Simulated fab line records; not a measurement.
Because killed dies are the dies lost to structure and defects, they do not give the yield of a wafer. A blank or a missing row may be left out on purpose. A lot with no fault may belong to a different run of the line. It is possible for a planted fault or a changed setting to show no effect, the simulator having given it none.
A single fault, viewed from 3 desks :: flow n5 finfet :: what lay behind the numbers comes last; until then each desk has only its own

== THE DEFECT DESK ==
For each lot, the counts of the inspections along the route, averaged over the sampled wafers that have a number. If a lot's mean is further than 4 standard deviations from the usual mean, the lot is out of limits and carries the mark OUT (the distance appears in the brackets).
Columns: A = raw defect count at N5_BEOL_M6_INSPECT_30, usual 444
lot: L833
first seen here: day 9 10:30
A: 385

lot: L836
first seen here: day 9 19:44
A: 470

lot: L843
first seen here: day 11 06:31
A: 475

lot: L844
first seen here: day 12 15:34
A: 538

lot: L848
first seen here: day 12 22:40
A: 529

lot: L850
first seen here: day 13 10:47
A: 539
This desk found nothing out of limits on any of the 6 lots.

== THE TOOL OWNER'S DESK: rie diel-06 ==
The tool's own readings at N5_BEOL_M6_VIA_ETCH_34 (etches SiCOH lowk in C4F6/O2, target depth 126.3 nm, time 50.9 s): means of the sampled wafers that have a number, for each lot that ran on this tool. If a lot's mean is further than 4 standard deviations from the usual mean, the lot is out of limits and carries the mark OUT (the distance appears in the brackets).
Columns: A = bias w at N5_BEOL_M6_VIA_ETCH_34, usual 185.1 W; B = drypump motor current A at N5_BEOL_M6_VIA_ETCH_34, usual 5.8 A; C = oes product au at N5_BEOL_M6_VIA_ETCH_34, usual 0.78 a.u.; D = rf vpp V at N5_BEOL_M6_VIA_ETCH_34, usual 661 V; E = showerhead plenum p Torr at N5_BEOL_M6_VIA_ETCH_34, usual 2.81 Torr; F = throttle valve pct at N5_BEOL_M6_VIA_ETCH_34, usual 20.84 %
lot: L843
first seen here: day 11 06:49
A: 184.9
B: 5.7
C: 0.79
D: 651
E: 2.78
F: 20.80

lot: L848
first seen here: day 13 00:16
A: 185.1
B: 5.5
C: 0.88
D: 654
E: 2.72
F: 20.87

lot: L850
first seen here: day 13 10:59
A: 184.6
B: 5.3
C: 0.90
D: 654
E: 2.80
F: 20.70
This desk found nothing out of limits on any of the 3 lots.

== AT THE METROLOGY DESK ==
What the gauges read for every lot (on any tool): the sampled wafers with a number, averaged. If a lot's mean is further than 4 standard deviations from the usual mean, the lot is out of limits and carries the mark OUT (the distance appears in the brackets).
Columns: A = cd nm at N5_BEOL_M6_CD_MEAS_28, usual 40.03 nm; B = V5_OVL at N5_BEOL_M6_OVL_MEAS_29, usual -0.1 nm
lot: L833
first seen here: day 9 10:25
A: 40.23
B: 0.3

lot: L836
first seen here: day 9 19:39
A: 39.96
B: -0.4

lot: L843
first seen here: day 11 06:26
A: 39.98
B: 1.1

lot: L844
first seen here: day 12 15:28
A: 39.97
B: -0.1

lot: L848
first seen here: day 12 22:35
A: 39.96
B: -0.6

lot: L850
first seen here: day 13 10:41
A: 39.89
B: 0.0
This desk found nothing out of limits on any of the 6 lots.

== BROUGHT TOGETHER ==
Nothing out of limits was seen by the defect desk.
Nothing out of limits was seen by the tool owner's desk.
The metrology desk saw nothing out of limits.

== WHAT THE SIMULATOR HAD PUT IN ==
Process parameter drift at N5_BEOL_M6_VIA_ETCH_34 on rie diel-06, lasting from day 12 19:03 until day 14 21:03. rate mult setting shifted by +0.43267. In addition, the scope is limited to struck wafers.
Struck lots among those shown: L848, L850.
